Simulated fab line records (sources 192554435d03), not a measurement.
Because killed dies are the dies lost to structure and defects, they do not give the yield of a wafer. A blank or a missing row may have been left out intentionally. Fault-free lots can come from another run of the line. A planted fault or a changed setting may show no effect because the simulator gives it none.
Matching of chambers :: flow n5Finfet :: N5_BEOL_M4_ETCH_77 on rieDiel-02: 4 sister chambers
The step etches underlayer in N2/H2, target depth 6.5 nm, time 5.2 s. 14 wafers are shown with their chamber, then 7 later ones without.

## WAFERS WITH THEIR CHAMBER
wafer: L075.1
chamber: 1
drypumpMotorCurrentA (A): 4.8
showerheadPlenumPTorr (Torr): 2.41
oesProductAu (a.u.): 0.60

wafer: L075.2
chamber: 0
drypumpMotorCurrentA (A): 5.5
showerheadPlenumPTorr (Torr): 2.56
oesProductAu (a.u.): 0.68

wafer: L075.3
chamber: 2
drypumpMotorCurrentA (A): 5.6
showerheadPlenumPTorr (Torr): 2.60
oesProductAu (a.u.): 0.83

wafer: L076.1
chamber: 3
drypumpMotorCurrentA (A): 5.9
showerheadPlenumPTorr (Torr): 2.57
oesProductAu (a.u.): 0.68

wafer: L076.3
chamber: 0
drypumpMotorCurrentA (A): 5.5
showerheadPlenumPTorr (Torr): 2.56
oesProductAu (a.u.): 0.68

wafer: L076.4
chamber: 2
drypumpMotorCurrentA (A): 5.7
showerheadPlenumPTorr (Torr): 2.60
oesProductAu (a.u.): 0.81

wafer: L080.1
chamber: 2
drypumpMotorCurrentA (A): 5.6
showerheadPlenumPTorr (Torr): 2.60
oesProductAu (a.u.): 0.80

wafer: L080.3
chamber: 3
drypumpMotorCurrentA (A): 5.9
showerheadPlenumPTorr (Torr): 2.56
oesProductAu (a.u.): 0.68

wafer: L080.5
chamber: 1
drypumpMotorCurrentA (A): 4.8
showerheadPlenumPTorr (Torr): 2.41
oesProductAu (a.u.): 0.59

wafer: L079.2
chamber: 1
drypumpMotorCurrentA (A): 4.8
showerheadPlenumPTorr (Torr): 2.41
oesProductAu (a.u.): 0.59

wafer: L079.4
chamber: 2
drypumpMotorCurrentA (A): 5.6
showerheadPlenumPTorr (Torr): 2.60
oesProductAu (a.u.): 0.80

wafer: L079.5
chamber: 1
drypumpMotorCurrentA (A): 4.8
showerheadPlenumPTorr (Torr): 2.41
oesProductAu (a.u.): 0.58

wafer: L089.1
chamber: 3
drypumpMotorCurrentA (A): 5.9
showerheadPlenumPTorr (Torr): 2.55
oesProductAu (a.u.): 0.66

wafer: L089.5
chamber: 0
drypumpMotorCurrentA (A): 5.5
showerheadPlenumPTorr (Torr): 2.55
oesProductAu (a.u.): 0.66

SIGNATURES (means of the wafers above)
reading: drypumpMotorCurrentA
chamber 0: 5.500
chamber 1: 4.800
chamber 2: 5.625
chamber 3: 5.900
scatter within a chamber: 0.0274

reading: showerheadPlenumPTorr
chamber 0: 2.5567
chamber 1: 2.4100
chamber 2: 2.6000
chamber 3: 2.5600
scatter within a chamber: 0.00516

reading: oesProductAu
chamber 0: 0.6733
chamber 1: 0.5900
chamber 2: 0.8100
chamber 3: 0.6733
scatter within a chamber: 0.0115
Rule: for a wafer and a chamber, the distance is found by dividing, reading by reading, the gap between the wafer's reading and the chamber's mean by the reading's scatter, squaring, summing and taking the root. If the next closest chamber is less than 2 further off than the closest, the wafer can't be placed; otherwise it belongs to the closest. The scatter: take each reading less its chamber's mean, square it, sum over the shown wafers, divide by the number of wafers less the number of chambers, and take the root.

## WAFERS WITH NO CHAMBER GIVEN
wafer: L089.6
drypumpMotorCurrentA (A): 5.6
showerheadPlenumPTorr (Torr): 2.59
oesProductAu (a.u.): 0.76

wafer: L094.1
drypumpMotorCurrentA (A): 4.8
showerheadPlenumPTorr (Torr): 2.72
oesProductAu (a.u.): 0.83

wafer: L094.4
drypumpMotorCurrentA (A): 5.9
showerheadPlenumPTorr (Torr): 2.55
oesProductAu (a.u.): 0.65

wafer: L094.5
drypumpMotorCurrentA (A): 5.5
showerheadPlenumPTorr (Torr): 2.54
oesProductAu (a.u.): 0.65

wafer: L096.1
drypumpMotorCurrentA (A): 5.6
showerheadPlenumPTorr (Torr): 2.58
oesProductAu (a.u.): 0.74

wafer: L096.5
drypumpMotorCurrentA (A): 5.9
showerheadPlenumPTorr (Torr): 2.54
oesProductAu (a.u.): 0.65

wafer: L096.6
drypumpMotorCurrentA (A): 5.5
showerheadPlenumPTorr (Torr): 2.54
oesProductAu (a.u.): 0.64

## CHAMBER TAKEN BY EACH
wafer: L089.6
from the rows above: 2
in truth: 2

wafer: L094.1
from the rows above: 2
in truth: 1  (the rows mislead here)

wafer: L094.4
from the rows above: 3
in truth: 3

wafer: L094.5
from the rows above: 0
in truth: 0

wafer: L096.1
from the rows above: can't be placed: 2 or 0
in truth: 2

wafer: L096.5
from the rows above: 3
in truth: 3

wafer: L096.6
from the rows above: 0
in truth: 0
Correctly placed: 5 of 7. Not placeable from these rows: 1 (in 1, the candidates include the true chamber). Placed wrongly: 1.
